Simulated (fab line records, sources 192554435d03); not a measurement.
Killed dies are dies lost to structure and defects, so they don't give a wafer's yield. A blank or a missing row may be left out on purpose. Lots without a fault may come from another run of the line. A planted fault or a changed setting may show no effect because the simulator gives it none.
Split-lot experiment | flow n5_finfet | 7 lots, 21 wafers read, on a route of 1938 steps

THE SPLIT
At N5_PASSIVATION_PECVD_01 (deposits SiNx from SiH4/NH3/N2, target thk 200 nm, time 43.2 s), the setting time_s was moved away from the recipe's 43.2 s on 9 of the 21 wafers read, by -13.1% to +14.4%. The other wafers ran this setting at the recipe's value.

The reading is taken at the split's own step.

THE READING
SiNx_of_PASSIVATION_PECVD_01.thk_nm (the simulator's own value, which no gauge read), in nm, at N5_PASSIVATION_PECVD_01 (deposits SiNx from SiH4/NH3/N2, target thk 200 nm, time 43.2 s). The file gives no usual value for it. The 12 wafers here that ran the recipe average 200.2 nm, standard deviation 2.5 nm.

wafer  | tool, chamber at the split | time_s as run, s | against the recipe | SiNx_of_PASSIVATION_PECVD_01.thk_nm, nm | against lot-mates on the recipe
L075.1 | pecvd-01, 2                | 43.2             | recipe             | 196.6                                   | -
L075.2 | pecvd-01, 0                | 43.2             | recipe             | 196.8                                   | -
L075.6 | pecvd-01, 0                | 46.76            | +8.2%              | 217.2                                   | +20.5
L076.2 | pecvd-03, 2                | 37.53            | -13.1%             | 169.8                                   | -29.4
L076.4 | pecvd-03, 1                | 43.2             | recipe             | 197.6                                   | -
L076.5 | pecvd-03, 2                | 43.2             | recipe             | 200.8                                   | -
L079.1 | pecvd-01, 0                | 43.2             | recipe             | 197.4                                   | -
L079.3 | pecvd-01, 2                | 43.2             | recipe             | 200.4                                   | -
L079.6 | pecvd-01, 1                | 43.2             | recipe             | 202.4                                   | -
L081.2 | pecvd-04, 0                | 49.24            | +14.0%             | 224.6                                   | +20.2
L081.3 | pecvd-04, 2                | 49.24            | +14.0%             | 226.6                                   | +22.2
L081.5 | pecvd-04, 2                | 43.2             | recipe             | 204.4                                   | -
L089.1 | pecvd-04, 1                | 49.43            | +14.4%             | 226.6                                   | +24.8
L089.4 | pecvd-04, 1                | 43.2             | recipe             | 203.2                                   | -
L089.6 | pecvd-04, 1                | 43.2             | recipe             | 200.4                                   | -
L093.1 | pecvd-04, 1                | 47.04            | +8.9%              | 217                                     | +16.8
L093.3 | pecvd-04, 1                | 43.2             | recipe             | 200.2                                   | -
L093.4 | pecvd-04, 0                | 47.04            | +8.9%              | 216.4                                   | +16.2
L088.3 | pecvd-01, 2                | 43.2             | recipe             | 202.4                                   | -
L088.5 | pecvd-01, 0                | 40.42            | -6.4%              | 191.2                                   | -11.2
L088.6 | pecvd-01, 2                | 40.42            | -6.4%              | 191                                     | -11.4

THE FIT
A straight line over all 21 wafers: SiNx_of_PASSIVATION_PECVD_01.thk_nm changes by +1.89 nm for each +1% of time_s; r = +0.98; the points scatter about the line by 2.6 nm.
The same after taking each lot's own level away (the mean of its wafers on the recipe; 21 wafers): +1.82 nm for each +1%; r = +0.98; scatter 2.5 nm.
On that fit, the largest move of time_s shifts the reading by 26 nm.
The lots' own levels span 196.70 to 204.40 nm, that is 3.1 times the standard deviation above.
So the lot-to-lot level changes the slope little: the two slopes agree.
Check: with one of the wafers moved furthest among these (+14.4%) left out of the fit, the line predicts +26 nm for it against its lot-mates. It came out at +24.8 nm against them.

OTHER SPLITS ON THESE WAFERS
These wafers also went through other splits before the reading. Each is held against what the fit with the lots' levels taken away leaves over:
other split on the same wafers    | wafers away from the commonest value | r with SiNx_of_PASSIVATION_PECVD_01.thk_nm (lot level and that fit taken away)
N5_BEOL_M13_TRENCH_ETCH_34 time_s | 8                                    | -0.02
N5_BEOL_M14_SPUTTER_43 power_w    | 3                                    | -0.10
N5_BEOL_M15_PEB_26 peb_time_s     | 4                                    | -0.10

THE WHOLE CHAIN: every reading that the file lists as answering this split, in the file's order
step                    | what it does                                                   | reading                                                                              | change (the file's fit)                                                                                                    | r (the file's)
N5_PASSIVATION_PECVD_01 | deposits SiNx from SiH4/NH3/N2, target thk 200 nm, time 43.2 s | SiNx_of_PASSIVATION_PECVD_01.thk_nm (the simulator's own value, which no gauge read) | +1.87 nm for each +1% of the setting                                                                                       | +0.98
N5_PASSIVATION_PROBE_49 |                                                                | killed_dies                                                                          | +37.2 for each +1% of the setting, in a fit together with time_s@BEOL_M9_ILD_DEP_00,peb_time_s@PMOS_HMC_CHANNEL_EPI_PEB_07 | 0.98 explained

THE FILE'S OWN FIT
SiNx_of_PASSIVATION_PECVD_01.thk_nm changes by +1.87 nm for each +1% of time_s, r = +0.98.
